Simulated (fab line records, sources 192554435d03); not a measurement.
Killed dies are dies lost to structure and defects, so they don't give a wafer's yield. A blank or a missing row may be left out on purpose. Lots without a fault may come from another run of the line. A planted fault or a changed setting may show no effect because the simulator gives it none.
A struck lot beside a sound one | flow n5_finfet | 19 steps out of a route of 1938
Sound: wafers L591.1, L591.4, L591.6. Struck: wafers L607.1, L607.2, L607.3. The cause comes at the end.
At each step with rows: each side's tool, then ch and its chambers, then its first start. Under that, the readings that differ: sound wafers | struck wafers | difference of the means | sigmas: that difference in standard deviations of wafers without a fault.
alike: readings whose means differ by less than 2 such deviations, and words and numbers that are the same on both sides. not compared: withheld readings, readings that some wafer has no value for, bounds like >300 that may hide the same value, and numbers for which the record gives no deviation and whose values overlap.
The two part at a step that has a row with sigmas, a row that says differs or no value, or rows on one side only. Numbers that don't overlap but have no deviation are shown without sigmas and don't part them. A reading that every wafer of one side lacks parts them only if that side has two wafers or more.

first, 9 steps without rows for these wafers: N5_SDB_EBR_07; N5_SDB_SOFTBAKE_06 (time 60 s); N5_SDB_EXPOSE_08 (exposes mask SDB); N5_SDB_PEB_09 (peb time 60 s); N5_SDB_DEVELOP_10 (develop time 30 s); N5_SDB_DESCUM_16 (chemistry O2, time 7.9 s); N5_SDB_ETCH_17 (etches SiARC in CF4, target depth 23.4 nm, time 39 s); N5_SDB_ETCH_18 (etches SOC in N2/H2, target depth 100 nm, overetch 20 nm, time 150 s); N5_SDB_STRIP_19 (strips in N2/H2).
N5_SDB_STRIP_21: strips in CF4.
  sound on rie_diel-06 ch 0,1,3, day 4 09:11; struck on rie_diel-04 ch 1,2,3, day 8 06:13
  no value came back on the struck wafers for any of 7 readings (bias_power_w (W), cf4_flow_sccm (sccm) and others); on the sound wafers bias_power_w (W) reads 75.41 74.67 74.97
  reading                                | sound | struck     | difference | sigmas
  model.SiARC_of_SDB_COAT_04.thk_nm (nm) | 0 0 0 | 13 12.6 13 | +13        |
  not compared: rf_hours_counter_h
then, 1 step without rows for these wafers: N5_SDB_HM_OPEN_20 (chemistry CH3F/O2, target SiNx, stops on poly-Si, target depth 24 nm).
N5_SDB_STRIP_22: strips in N2/H2.
  sound on plasma_asher-01 ch 0,1, day 4 09:23; struck on plasma_asher-02 ch 0,1, day 8 06:28
  reading                              | sound             | struck            | difference                    | sigmas
  oes_product_au (a.u.)                | 0.714 0.707 0.711 | - - -             | no value on the struck wafers |
  strip_time_to_endpoint_s (s)         | 96.8 96.5 96.8    | 180.2 178.9 179.7 | +82.9                         | +99 or more
  model.SOC_of_SDB_COAT_03.thk_nm (nm) | 0 0 0             | 84 83.2 83.6      | +84                           |
  alike: drypump_motor_current_A, h2_flow_sccm, heater_power_w
  not compared: rf_hours_counter_h
then, 2 steps without rows for these wafers: N5_SDB_PRECLEAN_23 (cleans in dHF, time 30 s); N5_SDB_DUMMY_REMOVE_24 (chemistry TMAH, target poly-Si, stops on SiO2, target depth 142 nm, time 57 s, rinse time 30 s).
N5_SDB_ETCH_25: etches SiO2 in C4F6/O2, target depth 10 nm, time 3.3 s.
  sound on rie_diel-04 ch 0,2,3, day 4 09:36; struck on rie_diel-05 ch 0,1,3, day 8 07:04
  reading                                | sound | struck      | difference | sigmas
  model.SiARC_of_SDB_COAT_04.thk_nm (nm) | 0 0 0 | 5.8 5.4 5.6 | +5.6       |
  alike: drypump_motor_current_A, oes_product_au, rf_vpp_V, showerhead_plenum_p_Torr, throttle_valve_pct
  not compared: rf_hours_counter_h
N5_SDB_CUT_ETCH_26: etches Si in HBr/Cl2/O2, target depth 129.6 nm, bt time 20 s, time 51.8 s.
  sound on rie_si-03 ch 0,2, day 4 09:41; struck on rie_si-03 ch 0,1,2, day 8 07:09
  reading                              | sound | struck         | difference | sigmas
  model.SOC_of_SDB_COAT_03.thk_nm (nm) | 0 0 0 | 65.4 62.8 63.2 | +63.8      |
  alike: drypump_motor_current_A, oes_product_au, throttle_valve_pct
  not compared: rf_hours_counter_h
then, 1 step without rows for these wafers: N5_SDB_PRECLEAN_38 (cleans in dHF, time 10 s).
N5_BEOL_M4_RC_MEAS_101:
  the record has rows for the sound wafers here (prober-02 ch 0, day 8 16:49) and none for the struck ones
-- the record jumps here: 9 days lie between the struck wafers' starts before and after (it left off in module BEOL_M4 and takes up again in module PASSIVATION, whose first step shown is number 1936 of the route) --
N5_PASSIVATION_PROBE_49:
  sound on prober-01, day 13 04:19; struck on prober-01, day 17 09:55
  reading                  | sound          | struck         | difference | sigmas
  defect_limited_yield (%) | 90.4 91.2 90.2 | 0 0 0          | -91        | -76
  killed_at_front_end      | 35 36 44       | 1105 1134 1108 | +1077      | +99 or more
  killed_dies              | 113 104 116    | 1180 1180 1180 | +1069      | +71
  killed_on_rim            | 9 18 18        | 152 152 152    | +137       | +38
  sort_bin_5_function (%)  | 5.5 4.7 5.8    | 95.8 96.9 95.8 | +90.8      | +99 or more
  sort_bin_8_speed (%)     | 0 0 0.51       | 0 0 0          | +0         | -3
  sort_n_pass              | 1067 1076 1058 | 0 0 0          | -1067      | -71
  sort_yield_pct (%)       | 90.4 91.2 89.7 | 0 0 0          | -90        | -75
  alike: killed_at_M0_to_M3, killed_at_M4_up, killed_at_contacts, killed_at_other, killed_open, killed_short, sort_bin_6_memory

WHERE THEY PART
First at N5_SDB_STRIP_21; last, within this record, at N5_PASSIVATION_PROBE_49.

WHY: what the simulator had put in
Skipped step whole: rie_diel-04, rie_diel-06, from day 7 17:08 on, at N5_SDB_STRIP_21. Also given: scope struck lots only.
